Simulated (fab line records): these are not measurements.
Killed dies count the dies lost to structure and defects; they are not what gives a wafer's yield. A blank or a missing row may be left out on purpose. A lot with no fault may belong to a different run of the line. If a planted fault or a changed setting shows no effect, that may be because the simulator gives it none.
Chamber matching || flow nand harc || 4 sister chambers for NHARC_A_STAIRCASE_ALD_415 on ald hk-03
The step deposits SiO2, target thk 30 nm, pulse time 6 s, ald cycles 300. 16 wafers are shown with their chamber, then 8 later ones without.

== WAFERS, EACH WITH ITS CHAMBER ==
{"wafer": "L075.1", "chamber": 3, "heater power w (W)": 523, "precursor pulse height rel": 1.037}
{"wafer": "L075.3", "chamber": 2, "heater power w (W)": 476, "precursor pulse height rel": 1.002}
{"wafer": "L075.4", "chamber": 1, "heater power w (W)": 492, "precursor pulse height rel": 0.988}
{"wafer": "L081.3", "chamber": 3, "heater power w (W)": 524, "precursor pulse height rel": 1.014}
{"wafer": "L081.4", "chamber": 1, "heater power w (W)": 484, "precursor pulse height rel": 0.991}
{"wafer": "L081.5", "chamber": 3, "heater power w (W)": 524, "precursor pulse height rel": 1.023}
{"wafer": "L085.3", "chamber": 2, "heater power w (W)": 489, "precursor pulse height rel": 0.984}
{"wafer": "L085.5", "chamber": 0, "heater power w (W)": 498, "precursor pulse height rel": 1.017}
{"wafer": "L085.6", "chamber": 3, "heater power w (W)": 521, "precursor pulse height rel": 0.997}
{"wafer": "L088.4", "chamber": 0, "heater power w (W)": 509, "precursor pulse height rel": 0.999}
{"wafer": "L088.5", "chamber": 2, "heater power w (W)": 493, "precursor pulse height rel": 1.026}
{"wafer": "L088.6", "chamber": 3, "heater power w (W)": 515, "precursor pulse height rel": 0.997}
{"wafer": "L091.2", "chamber": 1, "heater power w (W)": 485, "precursor pulse height rel": 1.024}
{"wafer": "L091.3", "chamber": 0, "heater power w (W)": 510, "precursor pulse height rel": 0.977}
{"wafer": "L091.5", "chamber": 1, "heater power w (W)": 478, "precursor pulse height rel": 0.954}
{"wafer": "L089.4", "chamber": 3, "heater power w (W)": 521, "precursor pulse height rel": 0.969}

SIGNATURES (averages over the wafers above)
{"reading": "heater power w", "chamber 0": 505.67, "chamber 1": 484.75, "chamber 2": 486.00, "chamber 3": 521.33, "scatter within a chamber": 5.79}
{"reading": "precursor pulse height rel", "chamber 0": 0.99767, "chamber 1": 0.98925, "chamber 2": 1.00400, "chamber 3": 1.00617, "scatter within a chamber": 0.0241}
Rule: a wafer lies at a distance from a chamber equal to the root of the sum of squares, over the readings, of (its reading less the chamber's mean, divided by the reading's scatter). The wafer belongs to the nearest chamber; if the next one is less than 2 further off, it can't be placed. The scatter: take each reading less its chamber's mean, square it, sum over the shown wafers, divide by the number of wafers less the number of chambers, and take the root.

== WAFERS MISSING THEIR CHAMBER ==
{"wafer": "L089.5", "heater power w (W)": 509, "precursor pulse height rel": 1.010}
{"wafer": "L089.6", "heater power w (W)": 518, "precursor pulse height rel": 1.036}
{"wafer": "L093.1", "heater power w (W)": 514, "precursor pulse height rel": 1.007}
{"wafer": "L093.5", "heater power w (W)": 463, "precursor pulse height rel": 1.002}
{"wafer": "L093.6", "heater power w (W)": 509, "precursor pulse height rel": 1.007}
{"wafer": "L097.2", "heater power w (W)": 505, "precursor pulse height rel": 1.026}
{"wafer": "L097.3", "heater power w (W)": 522, "precursor pulse height rel": 1.029}
{"wafer": "L097.5", "heater power w (W)": 521, "precursor pulse height rel": 1.021}

== EACH ONE'S CHAMBER ==
{"wafer": "L089.5", "from the rows above": "can't be placed: 0 or 3", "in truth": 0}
{"wafer": "L089.6", "from the rows above": "can't be placed: 3 or 0", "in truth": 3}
{"wafer": "L093.1", "from the rows above": "can't be placed: 3 or 0", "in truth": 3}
{"wafer": "L093.5", "from the rows above": "can't be placed: 1 or 2", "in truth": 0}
{"wafer": "L093.6", "from the rows above": "can't be placed: 0 or 3", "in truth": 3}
{"wafer": "L097.2", "from the rows above": "can't be placed: 0 or 3", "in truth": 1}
{"wafer": "L097.3", "from the rows above": 3, "in truth": 3}
{"wafer": "L097.5", "from the rows above": 3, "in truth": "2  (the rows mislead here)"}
Placed correctly: 1 of 8. Can't be placed from these rows: 6 (the true chamber is among the candidates in 4). Placed wrongly: 1.
